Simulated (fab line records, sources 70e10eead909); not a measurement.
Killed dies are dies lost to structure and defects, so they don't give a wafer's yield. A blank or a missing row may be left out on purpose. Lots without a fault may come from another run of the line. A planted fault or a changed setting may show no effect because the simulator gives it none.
fab line records | flow nand_harc | part 2 of 2: steps 42 to 42 of 42
record lots=6 wafers=18 last_day=23
route steps=1159 shown A_M1@1040 A_BONDPAD@1059 END@1159
lots that met no fault: from a run of the same line without faults
start_h: hours from the record's first day to the start of the lot's first wafer shown | wait_h: hours since the lot's step before | " the same as in the row above | L1.1+2: a row that stands for several wafers | - no value, or no start given | * or withheld: withheld | < > ~ a bound
route shown NAME@n: a module of which the file shows steps, and the number in the route of the first | usual: mean/standard deviation of fault-free wafers | same: alike in all rows | chamber/n: place in a boat | sites: the reading at each site | _std_site: their standard deviation | _edge_site: outer sites' mean less inner sites' | radius_mm: how far each site lies from the wafer's centre | mask NAME#n: copy n | behind: the tool/chamber that last shaped the wafer | hold: why the lot was held/for how many hours/how that ended | device: the transistor (n, p or np) that didn't switch | end of line: the same wafers' tests at the end of the route | a step without rows: its recipe alone | killed: dies lost to structure and defects at the first sort, not the wafer's yield | map: a wafer's dies, x killed, . not, _ none there
set.NAME: the setting as run; set.NAME@STEP: as run at that earlier step | model.NAME: the simulator's own value behind a step, which no gauge read
lots at some steps of the route; a table a step, a row a wafer
services: from which hour (start_h, from the record's first day; less than 0 if before it) a tool's chamber was out of use, for how many hours, and why
## steps
# step NHARC_END_SORT_01
# recipe temp_c=25
# usual defect_limited_yield=95.5/1.4 killed_at_array=26/9.1 killed_at_other=0.7/0.9 killed_at_periphery=3.6/2.8 killed_dies=30/9.2 killed_open=3.0/1.9 killed_short=2.0/1.4 sort_bin_2_pct=1.4/0.6 sort_bin_3_pct=0.23/0.17 sort_bin_4_pct=2.8/0.92 sort_n_pass=647/9.2 sort_rim_yield_pct=95.9/2.1 sort_yield_pct=95.5/1.4
# same gross_dies=677 sort_bin_5_pct[%]=0 sort_bin_6_pct[%]=0 sort_bin_7_pct[%]=0 sort_bin_8_pct[%]=0 sort_rim_n_gross=106.00
# columns lot.wafer tool chamber start_h wait_h defect_limited_yield[%] killed_at_array killed_at_other killed_at_periphery killed_dies killed_open killed_short sort_bin_2_pct[%] sort_bin_3_pct[%] sort_bin_4_pct[%] sort_n_pass sort_rim_yield_pct[%] sort_yield_pct[%]
L775.2 prober-02 0 463.92 2.8 97.0 15 1 4 20 5 2 0.7 0 2.2 657 98.1 97.0
L775.3 prober-02 0 464.72 3.1 94.8 28 0 7 35 12 3 1.3 0.44 3.4 642 95.3 94.8
L775.5 prober-02 0 466.33 3.7 96.9 20 0 1 21 2 3 0.6 0.15 2.4 656 95.3 96.9
L772.1 prober-01 0 467.98 2.5 96.2 24 0 2 26 4 2 0.9 0 3.0 651 98.1 96.2
L772.3 prober-01 0 469.57 3.1 95.1 27 1 5 33 4 5 1.9 0.15 2.8 644 94.3 95.1
L772.4 prober-01 0 470.37 3.4 96.0 22 0 5 27 5 1 1.2 0.44 2.4 650 98.1 96.0
L777.3 prober-02 0 483.33 3.1 96.2 21 1 4 26 1 2 1.3 0 2.5 651 97.2 96.2
L777.4 prober-02 0 484.13 3.4 94.7 30 3 3 36 2 0 1.5 0.44 3.4 641 94.3 94.7
L777.6 prober-02 0 485.74 4.0 95.9 23 2 3 28 4 2 1.3 0 2.8 649 95.3 95.9
L784.2 prober-01 0 513.17 2.8 62.5 249 2 3 254 2 1 12.6 2.51 22.5 423 61.3 62.5
L784.3 prober-01 0 513.97 3.1 66.8 222 1 2 225 2 2 13.6 3.10 16.5 452 62.3 66.8
L784.6 prober-01 0 516.36 4.0 62.0 252 2 3 257 2 5 12.3 2.51 23.2 420 59.4 62.0
L781.2 prober-02 0 538.17 2.8 62.3 253 0 2 255 4 4 13.6 2.22 21.9 422 65.1 62.3
L781.3 prober-02 0 538.97 3.1 65.0 235 1 1 237 1 1 12.4 1.48 21.1 440 62.3 65.0
L781.5 prober-02 0 540.58 3.7 66.0 228 1 1 230 4 3 11.7 2.36 19.9 447 66.0 66.0
# killed by level:class
L775.2 A_CHANNEL_HOLE_D1:chamber_film_flake=4 A_STAIRCASE:chamber_film_flake=3 P_STI:chamber_film_flake=2 P_CONTACT:geometric_particle:open=1 P_M0:geometric_particle:short=1 A_ONON_D1:geometric_particle:open=1 A_SLIT:geometric_particle:open=1 A_WL_FILL:geometric_particle:open=1
L775.3 A_STAIRCASE:chamber_film_flake=8 A_CHANNEL_HOLE_D1:chamber_film_flake=5 A_CONTACT:geometric_particle:open=4 P_M0:geometric_particle:open=3 A_M0:geometric_particle:open=3 A_CHANNEL_FILL_D1:chamber_film_flake=3 A_CONTACT:chamber_film_flake=2 P_CONTACT:geometric_particle:open=1
L775.5 A_STAIRCASE:chamber_film_flake=5 A_CHANNEL_HOLE_D1:chamber_film_flake=4 A_M0:geometric_particle:short=2 A_CHANNEL_FILL_D1:chamber_film_flake=2 A_CONTACT:chamber_film_flake=2 A_WL_FILL:geometric_particle:open=1 A_CONTACT:geometric_particle:open=1 A_CONTACT:geometric_particle:short=1
L772.1 A_CHANNEL_HOLE_D1:chamber_film_flake=13 A_M0:geometric_particle:open=3 A_STAIRCASE:chamber_film_flake=3 A_WL_FILL:geometric_particle:short=2 A_BONDPAD:chamber_film_flake=2 P_M2:geometric_particle:open=1 P_BONDPAD:chamber_film_flake=1 A_CONTACT:chamber_film_flake=1
L772.3 A_CHANNEL_HOLE_D1:chamber_film_flake=12 A_WL_FILL:geometric_particle:short=3 P_GATE:chamber_film_flake=3 A_STAIRCASE:chamber_film_flake=3 A_M0:geometric_particle:open=2 A_CONTACT:chamber_film_flake=2 P_CONTACT:geometric_particle:open=1 A_WL_FILL:geometric_particle:open=1
L772.4 A_CHANNEL_HOLE_D1:chamber_film_flake=16 A_STAIRCASE:chamber_film_flake=3 P_GATE:geometric_particle:open=1 P_CONTACT:geometric_particle:open=1 P_M0:geometric_particle:open=1 A_CHANNEL_FILL_D1:geometric_particle:short=1 A_CONTACT:geometric_particle:open=1 A_M0:geometric_particle:open=1
L777.3 A_CHANNEL_HOLE_D1:chamber_film_flake=11 A_STAIRCASE:chamber_film_flake=5 P_STI:chamber_film_flake=2 A_ZERO_WELL:chamber_film_flake=2 P_CONTACT:geometric_particle:short=1 A_SOURCE_PLATE:geometric_particle:open=1 A_ONON_D1:geometric_particle:short=1 P_GATE:chamber_film_flake=1
L777.4 A_CHANNEL_HOLE_D1:chamber_film_flake=15 A_STAIRCASE:chamber_film_flake=7 A_ZERO_WELL:chamber_film_flake=3 THIN_TSV:chamber_film_flake=3 P_STI:chamber_film_flake=2 A_ONON_D1:geometric_particle:open=1 A_BLC:geometric_particle:open=1 P_GATE:chamber_film_flake=1
L777.6 A_CHANNEL_HOLE_D1:chamber_film_flake=11 A_STAIRCASE:chamber_film_flake=5 A_M0:geometric_particle:open=2 P_STI:chamber_film_flake=2 A_CONTACT:chamber_film_flake=2 THIN_TSV:chamber_film_flake=2 P_M0:geometric_particle:open=1 A_ONON_D1:geometric_particle:short=1
L784.2 A_M1:unspecified=222 A_SLIT:chamber_film_flake=12 A_CHANNEL_HOLE_D1:chamber_film_flake=7 A_STAIRCASE:chamber_film_flake=3 A_CONTACT:chamber_film_flake=3 THIN_TSV:chamber_film_flake=2 P_GATE:geometric_particle:open=1 P_M0:geometric_particle:short=1
L784.3 A_M1:unspecified=202 A_SLIT:chamber_film_flake=12 A_CHANNEL_HOLE_D1:chamber_film_flake=2 A_STAIRCASE:chamber_film_flake=2 A_CONTACT:chamber_film_flake=2 P_M0:geometric_particle:open=1 A_ONON_D1:geometric_particle:open=1 A_WL_FILL:geometric_particle:short=1
L784.6 A_M1:unspecified=218 A_SLIT:chamber_film_flake=13 A_CHANNEL_HOLE_D1:chamber_film_flake=6 A_STAIRCASE:chamber_film_flake=5 A_CONTACT:chamber_film_flake=3 A_CHANNEL_FILL_D1:geometric_particle:short=2 A_CONTACT:geometric_particle:short=2 P_M0:geometric_particle:open=1
L781.2 A_M1:unspecified=211 A_CHANNEL_HOLE_D1:chamber_film_flake=20 A_SLIT:chamber_film_flake=8 A_STAIRCASE:chamber_film_flake=4 A_CONTACT:chamber_film_flake=3 P_M0:geometric_particle:open=2 A_WL_FILL:geometric_particle:short=2 A_SOURCE_PLATE:geometric_particle:open=1
L781.3 A_M1:unspecified=195 A_CHANNEL_HOLE_D1:chamber_film_flake=25 A_SLIT:chamber_film_flake=8 A_CONTACT:chamber_film_flake=3 A_CHANNEL_FILL_D1:geometric_particle:short=1 A_M1:geometric_particle:open=1 P_STI:chamber_film_flake=1 A_STAIRCASE:chamber_film_flake=1
L781.5 A_M1:unspecified=187 A_SLIT:chamber_film_flake=16 A_CHANNEL_HOLE_D1:chamber_film_flake=11 A_CONTACT:chamber_film_flake=3 A_WL_FILL:geometric_particle:short=2 A_CHANNEL_HOLE_D1:geometric_particle:open=1 A_WL_FILL:geometric_particle:open=1 A_CONTACT:geometric_particle:open=1
# map L781.2 (x killed, . not)
____________.____________
_________xx....._________
_______.x.x.xxx..._______
______...x..x..x...______
_____xx..xxxx...x..._____
____....x...xxxx..x..____
____.....xx..x.x....x____
___.......xxxxxx...x.x___
___.xxx...x..x........___
__.....x..x..xxx.....x.__
__.xxx...xx...x..x....x__
_..xx.....x..x.xx...xx.x_
_.x..x.x..x..xxx...x.xxx_
_x.xxx...x....x..xxxx..._
_xxxx.x....xx...xxxx...._
_x.xx.xxx.x........x...x_
.x..xxxx...x.x..x...x.xx.
....xx...xx.x..x.........
x...xx...xx...x....x.x..x
x.x...x....x..x...x......
x.xxx....xxx..x.x..x..x.x
_.xx..xx.x.xx.......xx.._
_..x.xx...x...x.xx......_
_x..xx..xxx..x..x.x.x..._
_xxx.xx..xx....x.....x.x_
_xxxxxx.x.xx...x...x.x.x_
__..xxx.x......xx.x.x..__
__....x.x.x..x.x..xx...__
___.....x.x........xx.___
___.x...x.xx....x....x___
____.xxxx.x....xxx.x.____
____.xx.xx.......x...____
_____...xx..x....x.x_____
______x.x.x..x...x.______
_______.x...x....x_______
_________xx.xxx._________
____________.____________
# map L784.6 (x killed, . not)
____________x____________
_________.xxx..x_________
_______......xxxx._______
______xx.xx....xx.x______
_____.....x........._____
____x.....xx....x....____
____x..x..x..x..xxxx.____
___..x...x.....x.x..xx___
___.xx.....x....xxxx..___
__.xxx..xxx...xx..x..xx__
__xx.......x.x...x.xxxx__
_..x...x..x.xx..xxxx...._
_...xxxxx.xx.xxx.....x.._
_...xxxx.xx.xx....x....x_
_xxx..x........x...xx..._
_x.xxx.x.x....xx..x.xx.._
.xxxx.x.x...x.x....x.....
.xxxx...xxx....x.....xxxx
......x.........x....xxx.
...x..xxx.....x..x..xx..x
....x....x...x.xx.......x
_.x.x..x...x...x....xx.x_
_.x.x...xx.............x_
_....xx.xx.x........x..x_
_......x.x..xx.xx..xx..._
_...x..x.x.x.xx...xxxx.._
__...x..xx.x.x.xxxx.xxx__
__x..x.x.x......xxx.x.x__
___x..x..x..x..xxx.xxx___
___...x.xxxxx...xx.xxx___
____x.xxx....xx....x.____
____.x.....xx...xx...____
_____.x...x.x..x..xx_____
______.xx........xx______
_______.x......xx._______
_________.x....._________
____________.____________
## services
# columns tool chamber start_h hours kind
pecvd-01 - 411.29 0.9 repair
rie_diel-06 - 418.20 9.0 pm
rie_diel-06 0 418.20 9.0 vent_cycle
rie_diel-06 1 418.20 9.0 vent_cycle
rie_diel-06 2 418.20 9.0 vent_cycle
rie_diel-06 3 418.20 9.0 vent_cycle
pecvd-01 - 418.26 13.0 pm
cmp-01 - 418.53 2.0 repair
rie_diel-05 0 423.44 - clean
rie_diel-05 1 423.44 - clean
rie_diel-05 2 423.44 - clean
rie_diel-05 3 423.44 - clean
cmp-04 - 429.58 3.0 repair
pvd_sputter-01 - 448.68 4.1 repair
pvd_sputter-03 - 456.15 2.1 repair
pecvd-03 - 473.05 13.0 pm
cmp-01 - 473.50 4.0 pm
pecvd-01 2 477.28 21.3 repair
cmp-04 - 488.58 1.1 repair
rie_diel-05 0 492.03 5.2 repair
cmp-04 - 499.06 4.0 pm
cmp-04 - 505.28 1.6 repair
pvd_sputter-01 - 514.05 10.0 pm
rie_diel-05 - 517.93 9.0 pm
## key
first_sign step=NHARC_END_SORT_01 reading=killed_at_array direction=up sigmas=23 usual=26 struck=240
effect step=NHARC_END_SORT_01 reading=defect_limited_yield direction=down sigmas=23 usual=95.5 struck=64.1
more_kills_born_at NHARC_A_M1_CMP_23@cmp-04=1235
met_at NHARC_A_M1_CMP_23
struck_wafers L781.2,L781.3,L781.5,L784.2,L784.3,L784.6
onset_between 449.14 476.17
fault kind=chamber_particle_source tool=cmp-04 chamber=- onset_h=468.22 steps=NHARC_A_M1_CMP_23 rate_per_visit_cm2=0.43442 end_h=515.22
